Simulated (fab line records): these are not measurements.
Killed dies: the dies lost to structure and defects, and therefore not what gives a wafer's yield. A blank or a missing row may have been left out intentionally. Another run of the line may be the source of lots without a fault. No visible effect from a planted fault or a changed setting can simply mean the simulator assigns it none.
fab line records	flow n5Finfet
record lots=7	wafers=39
route steps=1938 shown BEOL_M5@1116 BEOL_M9@1404 BEOL_M10@1482 MIM_BOT@1833
startH: the number of hours between the record's first day and the start of the first shown wafer of the lot	waitH: hours since the lot's step before	" unchanged from the row above	L1.1+2: one row covering several wafers at once	- no value, or no start given	* or withheld: withheld	< > ~ a bound
route shown NAME@n: names a module that has steps shown in the file, with the first one's number in the route	usual: mean/standard deviation of fault-free wafers	same: alike in all rows	chamber/n: place in a boat	sites: readings site by site	_std_site: standard deviation across them	_edge_site: the outer-site mean with the inner-site mean subtracted	radiusMm: how far each site lies from the wafer's centre	mask NAME#n: copy n	behind: the most recent tool/chamber to have shaped the wafer	hold: why the lot went on hold/how many hours it stayed there/how the hold came to an end	device: the n, p or np transistor that did not switch	end of line: at the end of the route, the tests of the same wafers	step lacking rows: just its recipe	killed: dies lost to structure and defects at the first sort, not the wafer's yield	map: the dies of a wafer, with x for killed, . for not killed, _ for no die there
set.NAME: the setting as run; set.NAME@STEP: as run at that earlier step	model.NAME: the simulator's own value behind a step, which no gauge read
lots where settings were altered on purpose, with a table for each step and a row for each wafer
## steps
# step N5_BEOL_M5_HM_DEP_02
# recipe material=TiN	targetThkA=200	tempC=25	chamberPressurePa=0.49996
lot.wafer	tool	chamber	startH	waitH	set.targetThkA	model.TiN_of_BEOL_M5_HM_DEP_02.thkNm
L076.1+6	pvdSputter-03	-	189.51	0.0	200	20
L076.2+3+5	"	-	"	"	133	13.2
L076.4	"	-	"	"	200	19.8
L079.1+2	pvdSputter-02	-	233.79	0.9	306	30.4
L079.3+6	"	-	"	"	200	19.6
L079.4	"	-	"	"	306	30.2
L079.5	"	-	"	"	200	19.4
L083.1	pvdSputter-02	-	234.89	0.6	200	19.8
L083.3+4	"	-	"	"	200	20
L084.1+2	pvdSputter-03	-	253.32	0.5	253	25.4
L084.3	"	-	"	"	253	25.6
L084.4+5+6	"	-	"	"	200	20.2
L085.1+3	pvdSputter-02	-	265.73	0.5	200	19.8
L085.2	"	-	"	"	252.9	24.8
L085.4	"	-	"	"	200	19.6
L085.5+6	"	-	"	"	252.9	25
L086.1+6	pvdSputter-01	-	271.97	1.0	200	19.6
L086.2	"	-	"	"	200	19.8
L086.3+5	"	-	"	"	264.1	26.2
L086.4	"	-	"	"	264.1	26
L089.1+2+3+4+5+6	pvdSputter-02	-	288.51	2.2	200	19.8
# step N5_BEOL_M5_COAT_59
# recipe resist=SOC	tempC=250	timeS=60	spinRpm=1500	resistThkNm=60
# step N5_BEOL_M5_COAT_60
# recipe resist=SiARC	tempC=220	timeS=60	spinRpm=1500	resistThkNm=12
# step N5_BEOL_M5_STRIP_73
# recipe chemistry=N2/H2	tempC=40	n2FlowSccm=200	h2FlowSccm=200	rfFrequencyHz=6e+07
# step N5_BEOL_M5_STRIP_64
# recipe chemistry=CF4	resist=SiARC	powerW=300	biasPowerW=75	pressureMtorr=50	cf4FlowSccm=150	rfFrequencyHz=6e+07
# step N5_BEOL_M5_HM_OPEN_17
# recipe chemistry=Cl2/BCl3	targetDepthA=200	overetchA=60	target=TiN	maskMaterial=SOC	ionEnergyEv=150	pressureMtorr=10	icpW=1000	biasW=126	Cl2_flow_sccm=53.25	bcl3FlowSccm=21.75	Ar_flow_sccm=25
lot.wafer	tool	chamber	startH	waitH	set.targetThkA@BEOL_M5_HM_DEP_02	model.etch.depthNm
L076.1	rieMetal-01	0	190.27	0.0	200	20
L076.2	"	1	"	"	133	13.29
L076.3	"	1	"	"	133	13.16
L076.4	"	0	"	"	200	19.86
L076.5	"	1	"	"	133	13.13
L076.6	"	0	"	"	200	19.92
L079.1	rieMetal-03	1	234.57	0.0	306	26.32
L079.2	"	0	"	"	306	25.45
L079.3	"	0	"	"	200	19.56
L079.4	"	1	"	"	306	26.34
L079.5	"	0	"	"	200	19.38
L079.6	"	1	"	"	200	19.61
L083.1	rieMetal-02	0	235.65	0.0	200	19.79
L083.3+4	"	1,0	"	"	200	19.95
L084.1	rieMetal-01	1	254.08	0.0	253	25.35
L084.2	"	0	"	"	253	25.38
L084.3	"	0	"	"	253	25.51
L084.4	"	1	"	"	200	20.24
L084.5	"	0	"	"	200	20.18
L084.6	"	1	"	"	200	20.28
L085.1	rieMetal-03	1	266.50	0.0	200	19.85
L085.2	"	0	"	"	252.9	24.79
L085.3	"	0	"	"	200	19.77
L085.4	"	1	"	"	200	19.62
L085.5	"	0	"	"	252.9	25.08
L085.6	"	1	"	"	252.9	24.99
L086.1	rieMetal-01	1	272.86	0.0	200	19.7
L086.2	"	0	"	"	200	19.75
L086.3	"	0	"	"	264.1	26.12
L086.4	"	1	"	"	264.1	25.96
L086.5	"	0	"	"	264.1	26.2
L086.6	"	1	"	"	200	19.58
L089.1	rieMetal-02	1	289.28	0.0	200	19.81
L089.2+3	"	0,1	"	"	200	19.77
L089.4	"	0	"	"	200	19.86
L089.5	"	0	"	"	200	19.88
L089.6	"	1	"	"	200	19.84
# step N5_BEOL_M9_PECVD_70
# recipe material=SiO2	targetThkA=200	tempC=400	precursor=TEOS/O2	pressureTorr=5.5	rfW=450	teosFlowSccm=53.8	gas=O2	flowSccm=3000	timeS=22.7
lot.wafer	tool	chamber	startH	waitH	set.timeS	model.SiO2_of_BEOL_M9_PECVD_70.thkNm
L076.1+3	pecvd-03	0,2	225.30	0.0	22.7	20.2
L076.2	"	1	"	"	22.7	20
L076.4+5	"	0,2	"	"	18.77	17
L076.6	"	1	"	"	18.77	16.8
L083.1	pecvd-01	2	269.79	0.0	22.7	19.8
L083.3	"	1	"	"	22.7	20
L083.4	"	0	"	"	22.7	20.2
L079.1	pecvd-03	0	274.24	0.0	15.76	14
L079.2	"	2	"	"	22.7	20.2
L079.3	"	1	"	"	22.7	20
L079.4	"	2	"	"	15.76	14.4
L079.5	"	1	"	"	22.7	20.6
L079.6	"	0	"	"	15.76	14.2
L084.1	pecvd-01	1	292.95	0.0	22.7	19.8
L084.2	"	0	"	"	35.59	30.6
L084.3	"	2	"	"	35.59	31
L084.4	"	0	"	"	22.7	20
L084.5	"	2	"	"	22.7	20.2
L084.6	"	1	"	"	35.59	31.2
L085.1+2	pecvd-01	1,0	302.59	0.0	12.39	11.2
L085.3	"	2	"	"	22.7	19.8
L085.4	"	2	"	"	22.7	20.8
L085.5	"	0	"	"	22.7	20.4
L085.6	"	1	"	"	12.39	11.6
L086.1+4	pecvd-02	0,2	309.97	0.0	22.7	20
L086.2	"	2	"	"	11.11	9.6
L086.3+5	"	1	"	"	11.11	9.8
L086.6	"	0	"	"	22.7	20.2
L089.1	pecvd-03	2	324.21	0.0	31.56	27.6
L089.2	"	0	"	"	22.7	19.8
L089.3	"	1	"	"	22.7	19.6
L089.4+6	"	0,2	"	"	31.56	28
L089.5	"	1	"	"	22.7	20.2
# step N5_BEOL_M10_DEVELOP_10
# recipe developTimeS=30	developer=TMAH	resist=CAR-ArF	rinseLiquid=diw	dry=airSpin	devTempC=23
lot.wafer	tool	chamber	startH	waitH	set.developTimeS
L076.1+2+4	lithoTrack-02	0	-	-	22.48
L076.3+5+6	"	0	"	"	30
L083.1+3+4	lithoTrack-01	0	-	-	30
L079.1+2+6	lithoTrack-01	0	-	-	44.38
L079.3+4+5	"	0	"	"	30
L084.1+2+3+4+5+6	lithoTrack-02	0	-	-	30
L085.1+3+5	lithoTrack-01	0	-	-	36.24
L085.2+4+6	"	0	"	"	30
L086.1+3+5	lithoTrack-01	0	-	-	23.27
L086.2+4+6	"	0	"	"	30
L089.1+2+3+4+5+6	lithoTrack-01	0	-	-	30
# step N5_BEOL_M10_DESCUM_16
# recipe chemistry=O2	timeS=7.9	sourcePowerW=50	biasPowerW=20	pressureMtorr=20	rfFrequencyHz=2.712e+07	tempC=40	resist=CAR-ArF	o2FlowSccm=225
# step N5_BEOL_M10_ETCH_61
# recipe chemistry=CF4	target=SiARC	targetDepthA=390	maskMaterial=CAR-ArF	timeS=65	ionEnergyEv=80	pressureMtorr=40	sourceW=545	biasW=36	Ar_flow_sccm=100	cf4FlowSccm=100	ends=cleared
lot.wafer	tool	chamber	startH	waitH	set.developTimeS@BEOL_M10_DEVELOP_10	model.BEOL_M10.cdOffsetNm
L076.1	rieDiel-03	3	235.85	0.0	22.48	-1.2
L076.2	"	0	"	"	22.48	-0.6
L076.3	"	1	"	"	30	0
L076.4	"	2	"	"	22.48	-2
L076.5	"	3	"	"	30	-0.2
L076.6	"	0	"	"	30	0.4
L083.1+3	rieDiel-01	0,3	276.21	0.0	30	0.2
L083.4	"	2	"	"	30	0.4
L079.1	rieDiel-06	3	285.60	0.0	44.38	2
L079.2+6	"	0,2	"	"	44.38	1.6
L079.3	"	1	"	"	30	-0.2
L079.4	"	2	"	"	30	0.4
L079.5	"	3	"	"	30	-0.4
L084.1+2	rieDiel-06	1,0	301.37	0.0	30	0
L084.3+4	"	2,3	"	"	30	0.6
L084.5	"	0	"	"	30	0.4
L084.6	"	1	"	"	30	0.2
L085.1	rieDiel-01	1	314.81	0.0	36.24	0.2
L085.2	"	0	"	"	30	-0.2
L085.3	"	2	"	"	36.24	0.6
L085.4	"	3	"	"	30	-0.6
L085.5	"	3	"	"	36.24	0.4
L085.6	"	0	"	"	30	-1
L086.1	rieDiel-06	0	320.80	0.0	23.27	0
L086.2	"	2	"	"	30	0.4
L086.3	"	3	"	"	23.27	-1
L086.4	"	1	"	"	30	1
L086.5	"	1	"	"	23.27	-0.8
L086.6	"	2	"	"	30	0.8
L089.1+2	rieDiel-01	3,0	331.96	0.0	30	-0.4
L089.3+6	"	1,0	"	"	30	-0.2
L089.4+5	"	2,1	"	"	30	-0.6
# step N5_BEOL_M10_ETCH_62
# recipe chemistry=N2/H2	target=SOC	targetDepthA=1100	overetchA=220	maskMaterial=SiARC	tempC=40	timeS=165	ionEnergyEv=200	pressureMtorr=30	sourceW=840	biasW=150	n2FlowSccm=200	h2FlowSccm=200
# step N5_BEOL_M10_STRIP_68
# recipe chemistry=N2/H2	tempC=40	n2FlowSccm=200	h2FlowSccm=200	rfFrequencyHz=6e+07
# step N5_BEOL_M10_PRECLEAN_42
# recipe chemistry=residueRemover	timeS=60	tempC=40
# step N5_BEOL_M10_SRD_43
# recipe timeS=30	tempC=23	rinseLiquid=diw	dry=ipaMarangoni
# step N5_BEOL_M10_CD_MEAS_35
# recipe targetCdNm=70	polarity=opening
# usual cdNm=70.0/0.57
lot.wafer	tool	chamber	startH	waitH	set.developTimeS@BEOL_M10_DEVELOP_10	cdNm
L076.1	cdSem-02	-	237.59	0.0	22.48	68.9
L076.2	"	-	"	"	22.48	68.7
L076.3	"	-	"	"	30	69.8
L076.4	"	-	"	"	22.48	67.8
L076.5	"	-	"	"	30	69.4
L076.6	"	-	"	"	30	70.3
L083.1	cdSem-03	-	279.65	0.0	30	70.0
L083.3	"	-	"	"	30	70.3
L083.4	"	-	"	"	30	69.7
L079.1	cdSem-02	-	289.10	0.0	44.38	72.3
L079.2	"	-	"	"	44.38	71.2
L079.3	"	-	"	"	30	69.7
L079.4	"	-	"	"	30	69.7
L079.5	"	-	"	"	30	69.5
L079.6	"	-	"	"	44.38	71.6
L084.1	cdSem-02	-	302.97	0.0	30	70.0
L084.2	"	-	"	"	30	69.8
L084.3	"	-	"	"	30	70.0
L084.4	"	-	"	"	30	70.6
L084.5	"	-	"	"	30	70.4
L084.6	"	-	"	"	30	70.5
L085.1	cdSem-03	-	317.46	0.0	36.24	70.1
L085.2	"	-	"	"	30	69.7
L085.3	"	-	"	"	36.24	70.7
L085.4	"	-	"	"	30	69.5
L085.5	"	-	"	"	36.24	70.7
L085.6	"	-	"	"	30	68.9
L086.1	cdSem-01	-	322.57	0.0	23.27	70.0
L086.2	"	-	"	"	30	70.4
L086.3	"	-	"	"	23.27	69.3
L086.4	"	-	"	"	30	71.0
L086.5	"	-	"	"	23.27	69.0
L086.6	"	-	"	"	30	71.0
L089.1	cdSem-03	-	334.48	0.0	30	69.6
L089.2	"	-	"	"	30	69.3
L089.3	"	-	"	"	30	69.6
L089.4	"	-	"	"	30	69.0
L089.5	"	-	"	"	30	69.5
L089.6	"	-	"	"	30	69.6
# step N5_MIM_BOT_SPUTTER_00
# recipe material=TiN	targetThkA=350	tempC=200	powerW=3000	chamberPressurePa=0.49996	gas=Ar	reactivePartialPa=0.37997	timeS=89.7
lot.wafer	tool	chamber	startH	waitH	set.targetThkA	model.TiN_of_MIM_BOT_SPUTTER_00.thkNm
L076.1	pvdSputter-01	-	279.93	0.0	350	34.8
L076.2	"	-	"	"	350	34.4
L076.3+4+5+6	"	-	"	"	350	34.6
L083.1+4	pvdSputter-03	-	314.40	0.0	350	35
L083.3	"	-	"	"	350	35.2
L079.1	pvdSputter-02	-	328.38	0.0	350	34.8
L079.2+4	"	-	"	"	525.2	51.8
L079.3+6	"	-	"	"	350	34.6
L079.5	"	-	"	"	525.2	52
L084.1	pvdSputter-03	-	341.54	0.0	350	35.2
L084.2	"	-	"	"	296.1	29.6
L084.3	"	-	"	"	296.1	30.2
L084.4	"	-	"	"	350	35.4
L084.5	"	-	"	"	296.1	29.8
L084.6	"	-	"	"	350	35
L085.1+6	pvdSputter-03	-	355.34	0.0	350	35.6
L085.2	"	-	"	"	429.5	43.2
L085.3	"	-	"	"	429.5	43.4
L085.4	"	-	"	"	429.5	43.6
L085.5	"	-	"	"	350	35.2
L086.1+3+6	pvdSputter-03	-	358.79	0.0	541.6	54.4
L086.2+4	"	-	"	"	350	35.2
L086.5	"	-	"	"	350	35.4
L089.1+4	pvdSputter-01	-	372.41	0.0	274.9	27
L089.2	"	-	"	"	274.9	27.4
L089.3	"	-	"	"	350	34.8
L089.5	"	-	"	"	350	34.6
L089.6	"	-	"	"	350	34.4
## key
split step=N5_BEOL_M5_HM_DEP_02	setting=targetThkA	stated=200	by=wafer
response step=N5_BEOL_M5_HM_DEP_02	reading=model.TiN_of_BEOL_M5_HM_DEP_02.thkNm	change=+0.202	per=1%	r=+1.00
response step=N5_BEOL_M5_HM_OPEN_17	reading=model.etch.depthNm	change=+0.165	per=1%	r=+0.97
split step=N5_BEOL_M9_PECVD_70	setting=timeS	stated=22.7	by=wafer
response step=N5_BEOL_M9_PECVD_70	reading=model.SiO2_of_BEOL_M9_PECVD_70.thkNm	change=+0.198	per=1%	r=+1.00
split step=N5_BEOL_M10_DEVELOP_10	setting=developTimeS	stated=30	by=wafer
response step=N5_BEOL_M10_ETCH_61	reading=model.BEOL_M10.cdOffsetNm	change=+0.0441	per=1%	r=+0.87
response step=N5_BEOL_M10_CD_MEAS_35	reading=cdNm	change=+0.048	per=1%	r=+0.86
split step=N5_MIM_BOT_SPUTTER_00	setting=targetThkA	stated=350	by=wafer
response step=N5_MIM_BOT_SPUTTER_00	reading=model.TiN_of_MIM_BOT_SPUTTER_00.thkNm	change=+0.347	per=1%	r=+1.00
